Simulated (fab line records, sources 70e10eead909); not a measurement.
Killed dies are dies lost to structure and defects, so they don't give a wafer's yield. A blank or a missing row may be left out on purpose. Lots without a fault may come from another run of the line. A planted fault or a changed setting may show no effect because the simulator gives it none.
A struck lot beside a sound one | flow nand_harc | 18 steps out of a route of 1302
Sound: wafers L864.3, L864.4, L864.5. Struck: wafers L867.2, L867.4, L867.5. The cause comes at the end.
At each step with rows: each side's tool, then ch and its chambers, then its first start. Under that, the readings that differ: sound wafers | struck wafers | difference of the means | sigmas: that difference in standard deviations of wafers without a fault.
alike: readings whose means differ by less than 2 such deviations, and words and numbers that are the same on both sides. not compared: withheld readings, readings that some wafer has no value for, bounds like >300 that may hide the same value, and numbers for which the record gives no deviation and whose values overlap.
The two part at a step that has a row with sigmas, a row that says differs or no value, or rows on one side only. Numbers that don't overlap but have no deviation are shown without sigmas and don't part them. A reading that every wafer of one side lacks parts them only if that side has two wafers or more.

NHARC_P_GATE_CD_MEAS_46: target cd 720 nm.
  sound on cd_sem-02 ch 0, day 6 13:11; struck on cd_sem-02 ch 0, day 7 14:57
  alike: cd_nm
then, 1 step without rows for these wafers: NHARC_P_GATE_HARDBAKE_47 (time 80 s).
NHARC_P_GATE_DESCUM_48: chemistry O2, time 3 s.
  sound on rie_diel-10 ch 1,2,3, day 6 13:20; struck on rie_diel-01 ch 0,3, day 7 15:07
  alike: drypump_motor_current_A, oes_product_au, rf_vpp_V, showerhead_plenum_p_Torr, throttle_valve_pct
  not compared: rf_hours_counter_h
then, 1 step without rows for these wafers: NHARC_P_GATE_IMPLANT_49.
NHARC_P_GATE_STRIP_111: strips in N2/H2, time 250 s.
  sound on plasma_asher-01 ch 0,1, day 6 13:48; struck on plasma_asher-01 ch 1, day 7 15:43
  alike: drypump_motor_current_A, heater_power_w
  not compared: rf_hours_counter_h
NHARC_P_GATE_STRIP_75: strips in O2.
  sound on plasma_asher-01 ch 0,1, day 6 14:02; struck on plasma_asher-01 ch 1, day 7 16:01
  alike: drypump_motor_current_A, heater_power_w
  not compared: rf_hours_counter_h
then, 6 steps without rows for these wafers: NHARC_P_GATE_STRIP_50 (strips in SPM, time 900 s); NHARC_P_GATE_DEHYDRATE_51 (time 120 s); NHARC_P_GATE_HMDS_52 (time 30 s); NHARC_P_GATE_COAT_53; NHARC_P_GATE_SOFTBAKE_54 (time 95 s); NHARC_P_GATE_EBR_55.
NHARC_P_GATE_EXPOSE_56: exposes mask P PSD, target cd 720 nm.
  sound on krf_scanner-02 ch 0, day 6 14:40; struck on krf_scanner-02 ch 0, day 7 16:40
  reading | sound                   | struck                  | difference | sigmas
  mask    | P_PSD#0 P_PSD#0 P_PSD#0 | P_NSD#0 P_NSD#0 P_NSD#0 | differs    |
then, 2 steps without rows for these wafers: NHARC_P_GATE_PEB_57 (peb time 85 s); NHARC_P_GATE_DEVELOP_58 (time 70 s).
NHARC_P_GATE_CD_MEAS_59: target cd 720 nm.
  sound on cd_sem-02 ch 0, day 6 14:49; struck on cd_sem-01 ch 0, day 7 16:49
  reading    | sound             | struck | difference                    | sigmas
  cd_nm (nm) | 717.2 718.8 721.4 | - - -  | no value on the struck wafers |
then, 1 step without rows for these wafers: NHARC_P_GATE_HARDBAKE_60 (time 80 s).
-- the record jumps here: 18 days lie between the struck wafers' starts before and after (it left off in module P_GATE and takes up again in module END, whose first step shown is number 1302 of the route) --
NHARC_END_SORT_01:
  the record has rows for the struck wafers here (prober-02 ch 0, day 26 02:07) and none for the sound ones

WHERE THEY PART
First at NHARC_P_GATE_EXPOSE_56; last, within this record, at NHARC_END_SORT_01.

WHY: what the simulator had put in
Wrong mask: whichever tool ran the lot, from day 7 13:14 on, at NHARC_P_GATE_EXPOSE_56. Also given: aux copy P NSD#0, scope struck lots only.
